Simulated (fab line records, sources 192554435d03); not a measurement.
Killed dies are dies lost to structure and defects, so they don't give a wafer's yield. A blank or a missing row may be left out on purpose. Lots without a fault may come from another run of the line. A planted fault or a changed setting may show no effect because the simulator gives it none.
fab line records | flow n5_finfet
record lots=5 wafers=15 last_day=18
route steps=1938 shown HKMG_FIN@437 BEOL_M4@1111
lots that met no fault: from a run of the same line without faults
start_h: hours from the record's first day to the start of the lot's first wafer shown | wait_h: hours since the lot's step before | " the same as in the row above | L1.1+2: a row that stands for several wafers | - no value, or no start given | * or withheld: withheld | < > ~ a bound
route shown NAME@n: a module of which the file shows steps, and the number in the route of the first | usual: mean/standard deviation of fault-free wafers | same: alike in all rows | chamber/n: place in a boat | sites: the reading at each site | _std_site: their standard deviation | _edge_site: outer sites' mean less inner sites' | radius_mm: how far each site lies from the wafer's centre | mask NAME#n: copy n | behind: the tool/chamber that last shaped the wafer | hold: why the lot was held/for how many hours/how that ended | device: the transistor (n, p or np) that didn't switch | end of line: the same wafers' tests at the end of the route | a step without rows: its recipe alone | killed: dies lost to structure and defects at the first sort, not the wafer's yield | map: a wafer's dies, x killed, . not, _ none there
set.NAME: the setting as run; set.NAME@STEP: as run at that earlier step | model.NAME: the simulator's own value behind a step, which no gauge read
lots at some steps of the route; a table a step, a row a wafer
services: from which hour (start_h, from the record's first day; less than 0 if before it) a tool's chamber was out of use, for how many hours, and why
## steps
# step N5_HKMG_FIN_STRIP_34
# recipe chemistry=CF4 resist=SiARC power_w=300 bias_power_w=75 pressure_mtorr=50 cf4_flow_sccm=150 rf_frequency_hz=6e+07
# step N5_HKMG_FIN_ETCH_35
# recipe chemistry=N2/H2 target=SOC target_depth_a=2158 ion_energy_ev=65 bias_w=5 source_w=3000 time_s=243.4 pressure_mtorr=30 n2_flow_sccm=200 h2_flow_sccm=200
# usual drypump_motor_current_A=5.7/0.31 oes_product_au=0.82/0.098 rf_vpp_V=141.5/1.1 showerhead_plenum_p_Torr=2.54/0.087 throttle_valve_pct=17.83/0.25
# columns lot.wafer tool chamber start_h wait_h drypump_motor_current_A oes_product_au rf_hours_counter_h rf_vpp_V showerhead_plenum_p_Torr throttle_valve_pct
L510.2 rie_diel-03 0 74.12 0.0 5.5 0.74 155 142.1 2.63 18.15
L510.4 " 1 " " 5.4 0.76 176 139.7 2.39 17.82
L510.6 " 3 " " 5.7 0.93 - 142.4 2.59 17.61
L516.3 rie_diel-01 1 114.36 0.0 5.9 0.82 79 142.5 2.67 17.60
L516.4 " 0 " " 6.2 0.83 94 143.8 2.55 17.77
L516.5 " 0 " " 6.2 0.85 - 141.2 2.55 17.79
L519.1 rie_diel-01 3 133.58 0.0 5.1 0.67 243 140.8 2.39 18.01
L519.3 " 2 " " 6.2 0.68 250 142.6 2.59 18.01
L519.6 " 3 " " 5.1 0.66 - 139.8 2.39 18.02
L529.1 rie_diel-03 0 191.83 0.0 5.5 0.72 200 142.3 2.61 18.21
L529.2 " 3 " " 5.6 0.86 69 141.2 2.57 17.69
L529.6 " 3 " " 5.6 0.87 - 142.2 2.57 17.68
L532.4 rie_diel-03 2 216.80 0.0 5.7 0.74 181 140.5 2.43 17.95
L532.5 " 2 " " 5.7 0.73 - 140.5 2.43 17.93
L532.6 " 3 " " 5.6 0.85 - 142.3 2.57 17.71
# step N5_HKMG_FIN_STRIP_92
# recipe chemistry=N2/H2 material=SOC time_s=20 power_w=500 temp_c=40 pressure_mtorr=50 rf_frequency_hz=6e+07 bias_power_w=8 h2_frac=0.5 n2_flow_sccm=300 h2_flow_sccm=300
# step N5_HKMG_FIN_WET_ETCH_18
# recipe chemistry=SC1 target=TiN mix=1:1:5 temp_c=* time_s=55 target_depth_nm=5.2 dry=ipa_marangoni rinse_time_s=30 rinse_temp_c=23
# step N5_HKMG_FIN_STRIP_19
# recipe chemistry=N2/H2 power_w=2500 temp_c=300 h2_frac=0.65 time_s=360 pressure_mtorr=withheld n2_flow_sccm=1750 h2_flow_sccm=3250
# usual drypump_motor_current_A=5.5/0.4 heater_power_w=460/33
# columns lot.wafer tool chamber start_h wait_h drypump_motor_current_A heater_power_w rf_hours_counter_h
L510.2 plasma_asher-02 0 74.41 0.0 5.5 468 35
L510.4 " 0 " " 5.5 458 -
L510.6 " 1 " " 5.6 474 -
L516.3 plasma_asher-01 1 114.78 0.1 4.9 494 -
L516.4 " 0 " " 6.2 403 -
L516.5 " 1 " " 4.9 498 -
L519.1 plasma_asher-02 0 133.88 0.0 5.5 462 44
L519.3 " 1 " " 5.6 461 -
L519.6 " 0 " " 5.5 470 -
L529.1 plasma_asher-02 0 192.13 0.0 5.5 460 58
L529.2 " 1 " " 5.6 457 58
L529.6 " 1 " " 5.6 479 -
L532.4 plasma_asher-01 1 217.22 0.1 4.9 492 -
L532.5 " 1 " " 4.9 503 -
L532.6 " 0 " " 6.2 400 -
# step N5_HKMG_FIN_ALD_91
# recipe material=TiN target_thk_a=10 temp_c=400 ald_precursor_family=TiCl4 ald_co_reactant=NH3 pulse_time_s=1 purge_time_s=3 co_reactant_purge_time_s=2 co_reactant_pulse_time_s=2 ald_cycles=47 pressure_torr=3
# usual heater_power_w=909/82 precursor_pulse_height_rel=0.999/0.02 susceptor_temp_C=399.98/0.21
# same co_reactant_pulse_time_s=2
# columns lot.wafer tool chamber start_h wait_h heater_power_w precursor_pulse_height_rel susceptor_temp_C
L510.2 ald_metal-03 2 74.79 0.3 994 1.003 400.04
L510.4 " 1 " " 1014 1.022 400.18
L510.6 " 1 " " 1020 1.002 399.89
L516.3 ald_metal-01 0 115.04 0.1 847 0.986 400.06
L516.4 " 2 " " 790 1.006 399.58
L516.5 " 1 " " 876 1.017 399.93
L519.1 ald_metal-03 1 134.26 0.3 1018 0.990 400.03
L519.3 " 2 " " 988 1.002 400.04
L519.6 " 1 " " 1001 1.011 400.12
L529.1 ald_metal-01 0 192.51 0.3 879 1.013 399.73
L529.2 " 3 " " 899 1.043 399.68
L529.6 " 0 " " 879 1.002 400.01
L532.4 ald_metal-04 2 217.48 0.1 996 0.996 399.97
L532.5 " 0 " " 884 0.996 399.58
L532.6 " 1 " " 889 0.985 399.95
# step N5_HKMG_FIN_COAT_85
# recipe resist=SOC temp_c=250 time_s=60 spin_rpm=1500 resist_thk_nm=300
# step N5_HKMG_FIN_ETCH_86
# recipe chemistry=N2/H2 target=SOC target_depth_a=3932 stop_on=TiN ion_energy_ev=100 bias_w=61 pressure_mtorr=30 source_w=850 n2_flow_sccm=200 h2_flow_sccm=200
# usual drypump_motor_current_A=5.8/0.36 oes_product_au=0.80/0.089 rf_vpp_V=241.0/1.4 showerhead_plenum_p_Torr=2.55/0.091 throttle_valve_pct=17.79/0.25
# columns lot.wafer tool chamber start_h wait_h drypump_motor_current_A oes_product_au rf_hours_counter_h rf_vpp_V showerhead_plenum_p_Torr throttle_valve_pct
L510.2 rie_diel-03 1 75.14 - 5.4 0.72 176 240.1 2.39 17.80
L510.4 " 0 " " 5.5 0.73 155 242.1 2.63 18.11
L510.6 " 2 " " 5.7 0.76 - 241.4 2.45 17.83
L516.3 rie_diel-01 2 115.38 - 6.2 0.69 244 242.1 2.59 17.99
L516.4 " 3 " " 5.1 0.66 238 238.9 2.39 18.00
L516.5 " 0 " " 6.2 0.82 - 240.8 2.55 17.74
L519.1 rie_diel-03 1 134.61 - 5.4 0.71 195 239.5 2.39 17.82
L519.3 " 0 " " 5.6 0.71 175 241.1 2.63 18.14
L519.6 " 1 " " 5.4 0.72 - 239.8 2.39 17.82
L529.1 rie_diel-03 0 192.85 - 5.5 0.69 201 242.8 2.61 18.20
L529.2 " 1 " " 5.4 0.70 221 239.0 2.38 17.84
L529.6 " 0 " " 5.5 0.69 - 241.9 2.61 18.21
L532.4 rie_diel-01 2 217.92 - 6.2 0.91 31 242.2 2.58 17.68
L532.5 " 3 " " 5.1 0.91 - 244.4 2.70 17.55
L532.6 " 2 " " 6.2 0.90 - 242.3 2.58 17.71
# step N5_HKMG_FIN_STRIP_89
# recipe chemistry=N2/H2 material=SOC time_s=20 power_w=500 temp_c=40 pressure_mtorr=50 rf_frequency_hz=6e+07 bias_power_w=8 h2_frac=0.5 n2_flow_sccm=300 h2_flow_sccm=300
# usual drypump_motor_current_A=5.8/0.36 oes_product_au=0.82/0.098 rf_vpp_V=54.2/0.81 showerhead_plenum_p_Torr=3.37/0.12 throttle_valve_pct=18.9/0.35
# columns lot.wafer tool chamber start_h wait_h drypump_motor_current_A oes_product_au rf_hours_counter_h rf_vpp_V showerhead_plenum_p_Torr throttle_valve_pct
L510.2 rie_diel-03 1 75.20 0.0 5.4 0.75 176 54.6 3.17 18.9
L510.4 " 0 " " 5.6 0.75 156 54.2 3.48 19.3
L510.6 " 2 " " 5.7 0.78 - 52.9 3.24 19.4
L516.3 rie_diel-01 2 115.44 0.0 6.2 0.70 244 54.6 3.42 19.1
L516.4 " 3 " " 5.1 0.67 238 54.5 3.17 19.1
L516.5 " 0 " " 6.2 0.85 - 54.0 3.37 18.9
L519.1 rie_diel-03 1 134.67 0.0 5.4 0.73 195 52.1 3.16 18.9
L519.3 " 0 " " 5.6 0.72 175 54.9 3.46 19.3
L519.6 " 1 " " 5.4 0.74 - 54.4 3.16 18.9
L529.1 rie_diel-03 0 192.91 0.0 5.5 0.70 201 53.9 3.45 19.4
L529.2 " 1 " " 5.4 0.72 221 52.9 3.15 18.9
L529.6 " 0 " " 5.5 0.70 - 53.5 3.45 19.4
L532.4 rie_diel-01 2 217.98 0.0 6.2 0.94 31 53.7 3.40 18.8
L532.5 " 3 " " 5.1 0.94 - 53.1 3.56 18.7
L532.6 " 2 " " 6.2 0.93 - 54.0 3.40 18.9
# step N5_HKMG_FIN_WET_ETCH_87
# recipe chemistry=SC1 target=TiN mix=1:2:40 temp_c=50 time_s=154.2 target_depth_nm=4.7 dry=ipa_marangoni rinse_time_s=30 rinse_temp_c=23
# step N5_HKMG_FIN_STRIP_88
# recipe chemistry=N2/H2 power_w=2500 temp_c=300 h2_frac=0.65 time_s=360 pressure_mtorr=withheld n2_flow_sccm=1750 h2_flow_sccm=3250
# step N5_HKMG_FIN_NWFM_ALD_20
# recipe material=TiAlC target_thk_a=20 temp_c=300 ald_precursor_family=TiCl4 ald_co_reactant=TEA pulse_time_s=3 purge_time_s=2 co_reactant_purge_time_s=2 co_reactant_pulse_time_s=10 ald_cycles=7 pressure_torr=3
# step N5_HKMG_FIN_ALD_71
# recipe material=TiN target_thk_a=10 temp_c=400 ald_precursor_family=TiCl4 ald_co_reactant=NH3 pulse_time_s=1 purge_time_s=3 co_reactant_purge_time_s=2 co_reactant_pulse_time_s=2 ald_cycles=47 pressure_torr=3
# usual heater_power_w=892/72 precursor_pulse_height_rel=1.000/0.019 susceptor_temp_C=400.02/0.2
# same co_reactant_pulse_time_s=2
# columns lot.wafer tool chamber start_h wait_h heater_power_w precursor_pulse_height_rel susceptor_temp_C
L510.2 ald_metal-04 3 75.87 0.0 829 1.015 400.00
L510.4 " 1 " " 868 1.025 399.96
L510.6 " 2 " " 1009 0.998 399.82
L516.3 ald_metal-04 0 116.11 0.0 878 1.045 400.06
L516.4 " 3 " " 812 1.011 400.20
L516.5 " 1 " " 865 1.001 399.79
L519.1 ald_metal-04 1 135.34 0.0 824 1.010 394.18
L519.3 " 0 " " 869 1.016 400.55
L519.6 " 3 " " 830 1.009 400.36
L529.1 ald_metal-03 1 193.58 0.0 1025 1.034 400.13
L529.2 " 3 " " 877 1.012 399.70
L529.6 " 1 " " 1012 1.003 400.02
L532.4 ald_metal-04 1 218.65 0.0 869 1.012 399.78
L532.5 " 1 " " 877 0.970 399.71
L532.6 " 2 " " 970 0.982 399.94
# step N5_HKMG_FIN_COAT_66
# recipe resist=SOC temp_c=250 time_s=60 spin_rpm=1500 resist_thk_nm=300
# step N5_BEOL_M4_RC_MEAS_101
# usual DIBL_N=35.4/2.1 DIBL_P=34.8/2.6 IOFF_N=0.15/0.037 IOFF_P=0.19/0.037 ION_N=677/16 ION_P=462/9.3 SS_N=71.4/0.75 SS_P=72.9/0.77 VT_N=250/3.7 VT_P=-251/3.5
# columns lot.wafer tool chamber start_h wait_h DIBL_N[mV/V] DIBL_P[mV/V] IOFF_N[nA/um] IOFF_P[nA/um] ION_N[uA/um] ION_P[uA/um] SS_N[mV/dec] SS_P[mV/dec] VT_N[mV] VT_P[mV]
L510.2 prober-01 0 183.64 0.2 35.6 34.7 0.15 0.15 657 443 71.1 72.8 250 -256
L510.4 " 0 " " 37.5 38.6 0.18 0.20 690 464 71.5 73.8 250 -254
L510.6 " 0 " " 35.6 34.8 0.14 0.14 680 450 70.7 72.5 251 -256
L516.3 prober-01 0 203.27 0.8 36.7 35.9 0.16 0.18 679 456 71.4 73.5 249 -254
L516.4 " 0 " " 36.7 36.0 0.17 0.19 693 467 72.0 72.7 248 -254
L516.5 " 0 " " 33.3 31.7 0.11 0.13 660 448 70.5 72.2 255 -258
L519.1 prober-01 0 230.41 0.0 36.5 38.0 0.17 0.20 672 455 71.6 73.8 247 -252
L519.3 " 0 " " 30.1 29.5 0.08 0.12 652 453 69.9 71.4 255 -258
L519.6 " 0 " " 33.4 34.1 0.12 0.16 664 454 71.1 72.7 252 -254
L529.1 prober-01 0 286.34 0.0 35.6 35.4 0.15 0.19 678 460 72.1 72.7 250 -251
L529.2 " 0 " " 34.9 35.1 0.15 0.18 677 463 71.4 72.9 250 -250
L529.6 " 0 " " 34.7 34.9 0.14 0.19 680 466 71.5 73.0 248 -251
L532.4 prober-01 0 327.77 0.5 34.0 33.9 0.13 0.20 675 474 70.4 71.8 249 -246
L532.5 " 0 " " 33.2 32.4 0.12 0.19 665 467 70.2 71.5 251 -248
L532.6 " 0 " " 35.3 34.1 0.14 0.19 678 465 72.1 72.5 252 -249
## services
# columns tool chamber start_h hours kind
plasma_asher-01 - 51.81 2.8 pm
rie_diel-03 1 52.70 4.1 repair
rie_diel-03 2 60.98 1.8 repair
ald_metal-03 - 68.37 2.9 repair
plasma_asher-02 - 84.93 11.0 repair
rie_diel-01 - 87.14 1.0 repair
ald_metal-04 0 122.42 2.0 repair
ald_metal-03 0 127.05 11.6 repair
rie_diel-01 2 134.57 - clean
rie_diel-01 2 134.57 - consumable_replace:esc
rie_diel-01 2 134.57 - consumable_replace:focus_ring
rie_diel-01 2 134.57 18.7 scheduled_down
rie_diel-01 2 134.57 18.7 vent_cycle
ald_metal-04 0 138.99 24.5 repair
ald_metal-04 3 140.65 11.8 repair
rie_diel-01 - 141.22 1.0 repair
rie_diel-03 3 149.91 2.5 repair
rie_diel-01 3 153.44 - clean
rie_diel-01 3 153.44 - consumable_replace:focus_ring
rie_diel-01 3 153.44 - consumable_replace:showerhead
rie_diel-01 3 153.44 27.5 scheduled_down
ald_metal-01 1 190.98 1.6 repair
ald_metal-04 - 202.39 0.8 repair
ald_metal-04 - 207.84 2.8 pm
## key
first_sign step=N5_HKMG_FIN_ALD_71 reading=susceptor_temp_C direction=down sigmas=29 usual=* struck=*
effect none on later readings
met_at N5_HKMG_FIN_ALD_71
struck_wafers L519.1
onset_between 116.11 135.34
fault kind=process_parameter_drift tool=ald_metal-04 chamber=1 onset_h=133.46 steps=N5_HKMG_FIN_ALD_71 channel=temp_c offset=* shape=step end_h=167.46 acts_in=* stated=*
